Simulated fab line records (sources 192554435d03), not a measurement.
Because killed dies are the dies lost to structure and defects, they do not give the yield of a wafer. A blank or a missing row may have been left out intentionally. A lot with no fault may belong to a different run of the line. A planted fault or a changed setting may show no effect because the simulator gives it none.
fab line records + flow n5_finfet
record
- lots=4
- wafers=10
- last_day=18
route steps=1938 shown SD_ACTIVATION@330 ILD0@335 SDB@347 MOL_CONTACT_COAG@558 BEOL_M4@1111 PASSIVATION@1936
lots that met no fault: taken from a fault-free run of the same line
start_h: the number of hours between the record's first day and the start of the first shown wafer of the lot + wait_h: how many hours have passed since the lot's step before this one + " same as the row above + L1.1+2: a row that stands for several wafers + - no value, or no start given + * or withheld: withheld + < > ~ a bound
route shown NAME@n: names a module that has steps shown in the file, with the first one's number in the route + usual: average and standard deviation across the fault-free wafers + same: alike in all rows + chamber/n: place in a boat + sites: each site's reading + _std_site: how widely they spread, as a standard deviation + _edge_site: outer sites' mean less inner sites' + radius_mm: how far each site lies from the wafer's centre + mask NAME#n: copy n + behind: the most recent tool/chamber to have shaped the wafer + hold: the reason the lot was held/the length of the hold in hours/how it ended + device: transistor that didn't switch, given as n, p or np + end of line: the same wafers' tests at the end of the route + where a step has no rows: the recipe by itself + killed: at the first sort, the dies lost to defects and structure; wafer yield is something else + map: the dies of a wafer, with x for killed, . for not killed, _ for no die there
set.NAME: the setting the step ran with; set.NAME@STEP: the setting that earlier step ran with + model.NAME: the simulator's own value behind a step, which no gauge read
a table for each step, a row for each wafer; lots at some steps of the route
services: from which hour (start_h, from the record's first day; less than 0 if before it) a tool's chamber was out of use, for how many hours, and why
## steps
# step N5_SD_ACTIVATION_RTA_00
# recipe
- temp_c=975
- time_s=0
- ambient=N2
- idle_temp_c=600
- ramp_up_c_per_s=150
- ramp_down_c_per_s=60
- cool_to_c=600
# step N5_SD_ACTIVATION_LSA_01
# recipe
- temp_c=1080
- time_s=0.0008
- ambient=N2
# step N5_ILD0_LINER_00
# recipe
- material=SiNx
- target_thk_a=40
- temp_c=400
- ald_precursor_family=SiH2I2
- ald_co_reactant=N2/H2-plasma
- pulse_time_s=1
- purge_time_s=2
- co_reactant_purge_time_s=2
- ald_cycles=80
- pressure_torr=2
# step N5_ILD0_FCVD_FILL_01
# recipe
- material=SiO2_flowable
- target_thk_a=2000
- temp_c=100
- pressure_torr=0.8
- rf_w=2000
- time_s=328.3
# step N5_ILD0_CURE_02
# recipe
- temp_c=450
- time_s=1800
- ambient=steam
- idle_temp_c=400
- ramp_up_c_per_min=5
- ramp_down_c_per_min=3
- densification_p_h2o_torr=640
# step N5_ILD0_CMP_03
# recipe
- stop_on=SiNx
- t_overpolish_s=1.9
- post_cmp_clean=alkaline_brush
- down_force_psi=4.1491
- platen_rpm=51.796
- pad_velocity_m_s=1.0306
- target_thk_nm=197.38
# step N5_ILD0_CMP_07
# recipe
- stop_on=poly-Si
- material=SiO2_flowable
- t_overpolish_s=1.18
- post_cmp_clean=alkaline_brush
- down_force_psi=4.1491
- platen_rpm=51.796
- pad_velocity_m_s=1.0306
- target_thk_nm=138.88
# step N5_ILD0_PRECLEAN_10
# recipe
- chemistry=NF3:NH3
- afs_cycles=5
- time_s=20
- temp_c=30
- sublimation_temp_c=180
- sublimation_time_s=60
- pressure_torr=3
- rf_power_w=30
# usual
- time_s=20/0
| lot.wafer | tool             | chamber | start_h | wait_h | time_s | model.SiO2_flowable_of_ILD0_FCVD_FILL_01.thk_nm |
|-----------|------------------|---------|---------|--------|--------|-------------------------------------------------|
| L296.1    | remote_plasma-02 | 1       | 61.72   | 0.0    | 20     | 119.8                                           |
| L296.5    | "                | 1       | "       | "      | 20     | 121                                             |
| L296.6    | "                | 1       | "       | "      | 20     | 120.4                                           |
| L313.3    | remote_plasma-02 | 1       | 162.62  | 0.3    | 22.945 | 118.6                                           |
| L313.6    | "                | 1       | "       | "      | 22.945 | 117.4                                           |
| L314.1    | remote_plasma-02 | 0       | 167.48  | 0.0    | 20     | 119.4                                           |
| L314.3    | "                | 0       | "       | "      | 22.945 | 117.4                                           |
| L319.3    | remote_plasma-01 | 1       | 203.33  | 0.3    | 20     | 121.8                                           |
| L319.5    | "                | 1       | "       | "      | 20     | 120.4                                           |
| L319.6    | "                | 1       | "       | "      | 20     | 117.8                                           |
# step N5_ILD0_ALD_15
# recipe
- material=SiNx
- target_thk_a=240
- temp_c=400
- ald_precursor_family=SiH2I2
- ald_co_reactant=N2/H2-plasma
- pulse_time_s=1
- ald_cycles=480
- purge_time_s=2
- co_reactant_purge_time_s=2
- pressure_torr=2
# step N5_ILD0_CMP_12
# recipe
- stop_on=poly-Si
- material=SiNx
- t_overpolish_s=6
- post_cmp_clean=alkaline_brush
- down_force_psi=2.5
- platen_rpm=51.8
- pad_velocity_m_s=1.0307
- target_thk_nm=17.67
# step N5_SDB_HM_DEP_00
# recipe
- material=SiNx
- target_thk_a=400
- temp_c=400
- precursor=SiH4/NH3/N2
- pressure_torr=1.5
- rf_w=300
- time_s=35.3
# step N5_SDB_COAT_03
# recipe
- resist=SOC
- temp_c=250
- time_s=60
- spin_rpm=1500
- resist_thk_nm=100
# step N5_SDB_COAT_04
# recipe
- resist=SiARC
- temp_c=220
- time_s=60
- spin_rpm=1500
- resist_thk_nm=18
# step N5_SDB_COAT_05
# recipe
- resist=CAR-ArF
- spin_rpm=1500
- resist_thk_nm=90
# step N5_SDB_EBR_07
# recipe
- solvent=PGMEA
- ebr_width_mm=1.5
# step N5_SDB_SOFTBAKE_06
# recipe
- temp_c=110
- time_s=60
- resist=CAR-ArF
# step N5_SDB_EXPOSE_08
# recipe
- mask_id=SDB
- na=1.35
- source_shape=conventional
- sigma_outer=0.5
- polarization=unpolarized
- dose_mj=49.6
# step N5_SDB_PEB_09
# recipe
- peb_temp_c=withheld
- peb_time_s=60
- resist=CAR-ArF
# step N5_SDB_DEVELOP_10
# recipe
- develop_time_s=30
- developer=TMAH
- resist=CAR-ArF
- rinse_liquid=diw
- dry=air_spin
- dev_temp_c=23
# step N5_SDB_DESCUM_16
# recipe
- chemistry=O2
- time_s=7.9
- source_power_w=50
- bias_power_w=20
- pressure_mtorr=20
- rf_frequency_hz=2.712e+07
- temp_c=40
- resist=CAR-ArF
- o2_flow_sccm=225
# step N5_SDB_ETCH_17
# recipe
- chemistry=CF4
- target=SiARC
- target_depth_a=234
- mask_material=CAR-ArF
- time_s=39
- ion_energy_ev=80
- pressure_mtorr=40
- source_w=545
- bias_w=36
- Ar_flow_sccm=100
- cf4_flow_sccm=100
- ends=cleared
# step N5_SDB_ETCH_18
# recipe
- chemistry=N2/H2
- target=SOC
- target_depth_a=1000
- overetch_a=200
- mask_material=SiARC
- temp_c=40
- time_s=150
- ion_energy_ev=200
- pressure_mtorr=30
- source_w=840
- bias_w=150
- n2_flow_sccm=200
- h2_flow_sccm=200
# step N5_SDB_STRIP_19
# recipe
- chemistry=N2/H2
- temp_c=40
- n2_flow_sccm=200
- h2_flow_sccm=200
- rf_frequency_hz=6e+07
# step N5_SDB_STRIP_21
# recipe
- chemistry=CF4
- resist=SiARC
- power_w=300
- bias_power_w=75
- pressure_mtorr=50
- cf4_flow_sccm=150
- rf_frequency_hz=6e+07
# step N5_SDB_HM_OPEN_20
# recipe
- chemistry=CH3F/O2
- target=SiNx
- mask_material=SOC
- target_depth_a=240
- stop_on=poly-Si
- over_etch_frac=0.4
- ion_energy_ev=120
- pressure_mtorr=30
- source_w=395
- bias_w=73
- Ar_flow_sccm=150
- CH3F_flow_sccm=30
- O2_flow_sccm=20
# step N5_SDB_STRIP_22
# recipe
- chemistry=N2/H2
- power_w=1000
- temp_c=250
- h2_frac=0.65
- overash_fraction=0.3
- pressure_mtorr=withheld
- n2_flow_sccm=1750
- h2_flow_sccm=3250
# step N5_SDB_PRECLEAN_23
# recipe
- chemistry=dHF
- time_s=30
- temp_c=25
- dilution=withheld
# step N5_SDB_DUMMY_REMOVE_24
# recipe
- chemistry=TMAH
- temp_c=70
- target=poly-Si
- stop_on=SiO2
- target_depth_nm=142
- conc_wt_pct=5
- time_s=57
- dry=ipa_marangoni
- rinse_time_s=30
- rinse_temp_c=23
# step N5_SDB_ETCH_25
# recipe
- chemistry=C4F6/O2
- target=SiO2
- target_depth_a=100
- time_s=3.3
- ion_energy_ev=250
- mask_material=SiNx
- pressure_mtorr=30
- source_w=345
- bias_w=185
- Ar_flow_sccm=300
- C4F6_flow_sccm=10
- O2_flow_sccm=10
# step N5_SDB_CUT_ETCH_26
# recipe
- chemistry=HBr/Cl2/O2
- target=Si
- target_depth_a=1296
- bt_time_s=20
- mask_material=SiNx
- time_s=51.8
- ion_energy_ev=*
- bias_w=*
- pressure_mtorr=10
- icp_w=800
- HBr_flow_sccm=150
- Cl2_flow_sccm=80
- O2_flow_sccm=12
# step N5_SDB_PRECLEAN_38
# recipe
- chemistry=dHF
- time_s=10
- dilution=750:1
- temp_c=25
# step N5_SDB_PRECLEAN_39
# recipe
- chemistry=O3/DIW
- time_s=45
- temp_c=22
- o3_ppm=10
# step N5_MOL_CONTACT_COAG_WET_ETCH_116
# recipe
- chemistry=SC1-inhibited
- target_depth_nm=4.6
- dry=ipa_marangoni
- rinse_time_s=30
- rinse_temp_c=23
# same
- rinse_time_s=30
| lot.wafer | tool         | chamber | start_h | wait_h | model.SiO2_flowable_of_ILD0_FCVD_FILL_01.thk_nm |
|-----------|--------------|---------|---------|--------|-------------------------------------------------|
| L296.1    | wet_bench-01 | 6       | 95.37   | 0.0    | 111.6                                           |
| L296.5    | "            | 7       | "       | "      | 112.8                                           |
| L296.6    | "            | 1       | "       | "      | 112.2                                           |
| L313.3    | wet_bench-02 | 3       | 196.49  | 0.0    | 110.4                                           |
| L313.6    | "            | 2       | "       | "      | 109.4                                           |
| L314.1    | wet_bench-01 | 6       | 199.60  | 0.0    | 111.2                                           |
| L314.3    | "            | 5       | "       | "      | 109.4                                           |
| L319.3    | wet_bench-01 | 6       | 234.64  | 0.0    | 113.4                                           |
| L319.5    | "            | 5       | "       | "      | 112.2                                           |
| L319.6    | "            | 7       | "       | "      | 109.8                                           |
# step N5_BEOL_M4_RC_MEAS_101
# usual
- DIBL_N=35.8/1.5
- DIBL_P=35.9/1.8
- IOFF_N=0.152/0.025
- IOFF_P=0.21/0.031
- ION_N=672/11
- ION_P=462/7.4
- SS_N=71.5/0.52
- SS_P=73.2/0.54
- VT_N=250/3
- VT_P=-250/3.3
| lot.wafer | tool      | chamber | start_h | wait_h | DIBL_N[mV/V] | DIBL_P[mV/V] | IOFF_N[nA/um] | IOFF_P[nA/um] | ION_N[uA/um] | ION_P[uA/um] | SS_N[mV/dec] | SS_P[mV/dec] | VT_N[mV] | VT_P[mV] |
|-----------|-----------|---------|---------|--------|--------------|--------------|---------------|---------------|--------------|--------------|--------------|--------------|----------|----------|
| L296.1    | prober-02 | 0       | 171.86  | 0.0    | 37.5         | 37.0         | 0.167         | 0.24          | 668          | 461          | 71.9         | 72.3         | 249      | -248     |
| L296.5    | "         | 0       | "       | "      | 35.3         | 35.3         | 0.140         | 0.21          | 670          | 465          | 71.8         | 73.0         | 251      | -248     |
| L296.6    | "         | 0       | "       | "      | 36.5         | 36.3         | 0.156         | 0.22          | 673          | 466          | 71.8         | 73.5         | 250      | -249     |
| L314.1    | prober-02 | 0       | 271.44  | 0.0    | 32.3         | 33.9         | 0.127         | 0.18          | 663          | 456          | 71.3         | 71.4         | 252      | -251     |
| L314.3    | "         | 0       | "       | "      | 33.5         | 34.7         | 0.147         | 0.20          | 671          | 459          | 71.0         | 72.7         | 249      | -250     |
| L313.3    | prober-01 | 0       | 285.21  | 0.3    | 35.5         | 35.8         | 0.171         | 0.21          | 661          | 456          | 71.7         | 73.2         | 246      | -249     |
| L313.6    | "         | 0       | "       | "      | 35.0         | 36.7         | 0.175         | 0.22          | 701          | 472          | 71.0         | 73.5         | 246      | -250     |
| L319.3    | prober-02 | 0       | 321.31  | 0.3    | 33.7         | 33.5         | 0.125         | 0.17          | 660          | 456          | 71.3         | 72.7         | 253      | -253     |
| L319.5    | "         | 0       | "       | "      | 36.9         | 36.4         | 0.165         | 0.21          | 670          | 455          | 72.2         | 72.7         | 251      | -251     |
| L319.6    | "         | 0       | "       | "      | 32.6         | 32.1         | 0.106         | 0.16          | 652          | 455          | 71.2         | 72.3         | 255      | -255     |
# step N5_PASSIVATION_PROBE_49
# usual
- defect_limited_yield=91.7/1.7
- killed_at_M0_to_M3=34/10
- killed_at_M4_up=13/5.1
- killed_at_contacts=12/6.2
- killed_at_front_end=36/12
- killed_at_other=3.2/2.6
- killed_dies=98/20
- killed_open=65/13
- killed_short=32/8.4
- sort_bin_5_function=4.8/1.1
- sort_bin_6_memory=3.2/0.74
- sort_bin_8_speed=0.00/0.012
- sort_n_pass=1082/20
- sort_yield_pct=91.7/1.7
# same
- gross_dies=1180
- killed_at_back_side=0
- sort_bin_4_leakage[%]=0
| lot.wafer | tool      | chamber | start_h | wait_h | defect_limited_yield[%] | killed_at_M0_to_M3 | killed_at_M4_up | killed_at_contacts | killed_at_front_end | killed_at_other | killed_dies | killed_open | killed_short | sort_bin_5_function[%] | sort_bin_6_memory[%] | sort_bin_8_speed[%] | sort_n_pass | sort_yield_pct[%] |
|-----------|-----------|---------|---------|--------|-------------------------|--------------------|-----------------|--------------------|---------------------|-----------------|-------------|-------------|--------------|------------------------|----------------------|---------------------|-------------|-------------------|
| L296.1    | prober-01 | -       | 273.65  | 0.0    | 93.9                    | 27                 | 14              | 5                  | 25                  | 1               | 72          | 52          | 19           | 3.6                    | 2.4                  | 0                   | 1108        | 93.9              |
| L296.5    | prober-01 | -       | 273.85  | 0.2    | 91.4                    | 38                 | 16              | 12                 | 33                  | 2               | 101         | 71          | 29           | 5.4                    | 3.1                  | 0                   | 1079        | 91.4              |
| L296.6    | prober-01 | -       | 273.90  | 0.3    | 93.0                    | 40                 | 11              | 8                  | 21                  | 3               | 83          | 58          | 24           | 5.0                    | 1.9                  | 0                   | 1097        | 93.0              |
| L313.6    | prober-01 | -       | 376.74  | 0.3    | 91.3                    | 32                 | 10              | 14                 | 40                  | 7               | 103         | 66          | 36           | 4.2                    | 4.3                  | 0                   | 1077        | 91.3              |
# killed by level:class
L296.1 BEOL_M1:geometric_particle:open=9 FIN_SAQP:geometric_particle:open=6 BEOL_M2:geometric_particle:open=6 BEOL_M0_SAQP:geometric_particle:short=5 BEOL_M4:geometric_particle:open=5 FIN_SAQP:geometric_particle:short=4 MOL_CONTACT_COAG:geometric_particle:open=4 BEOL_M0_SAQP:geometric_particle:open=4
L296.5 MOL_CONTACT_COAG:geometric_particle:open=11 FIN_SAQP:geometric_particle:open=10 BEOL_M2:geometric_particle:open=10 BEOL_M1:geometric_particle:open=8 BEOL_M0_SAQP:geometric_particle:short=7 BEOL_M4:geometric_particle:open=6 STARTING-WAFER:geometric_particle:short=5 STI_FIN_REVEAL:geometric_particle:open=4
L296.6 BEOL_M1:geometric_particle:open=14 MOL_CONTACT_COAG:geometric_particle:open=6 BEOL_M3:geometric_particle:open=6 BEOL_M0_SAQP:geometric_particle:short=5 BEOL_M0_SAQP:geometric_particle:open=5 BEOL_M1:geometric_particle:short=5 BEOL_M7:geometric_particle:open=4 FIN_CUT:geometric_particle:open=4
L313.6 BEOL_M2:geometric_particle:open=11 MOL_CONTACT_COAG:geometric_particle:open=10 STI_FIN_REVEAL:geometric_particle:open=9 GATE_CUT:geometric_particle:short=8 FIN_SAQP:geometric_particle:open=7 BEOL_M3:geometric_particle:open=6 BEOL_M1:geometric_particle:open=5 MOL_CONTACT_COAG:geometric_particle:short=4
## services
| tool             | chamber | start_h | hours | kind   |
|------------------|---------|---------|-------|--------|
| wet_bench-02     | -       | 132.77  | 1.5   | repair |
| wet_bench-01     | -       | 159.16  | 4.4   | pm     |
| remote_plasma-01 | -       | 212.92  | 0.5   | repair |
| remote_plasma-01 | -       | 227.63  | 0.6   | repair |
## key
first_sign
- step=N5_ILD0_PRECLEAN_10
- reading=time_s
- direction=up
- sigmas=99+
- usual=*
- struck=*
effect none on later readings
model_effect
- step=N5_ILD0_PRECLEAN_10
- value=SiO2_flowable_of_ILD0_FCVD_FILL_01.thk_nm
- without=120
- struck=117.8
model_effect
- step=N5_MOL_CONTACT_COAG_WET_ETCH_116
- value=SiO2_flowable_of_ILD0_FCVD_FILL_01.thk_nm
- without=111.8
- struck=109.7
met_at N5_ILD0_PRECLEAN_10
struck_wafers L313.3,L313.6,L314.3
onset_between 61.72 162.62
fault
- kind=process_parameter_drift
- tool=remote_plasma-02
- chamber=-
- onset_h=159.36
- steps=N5_ILD0_PRECLEAN_10
- channel=time_s
- offset=*
- shape=step
- end_h=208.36
- scope=struck_wafers_only
- acts_in=*
- stated=*
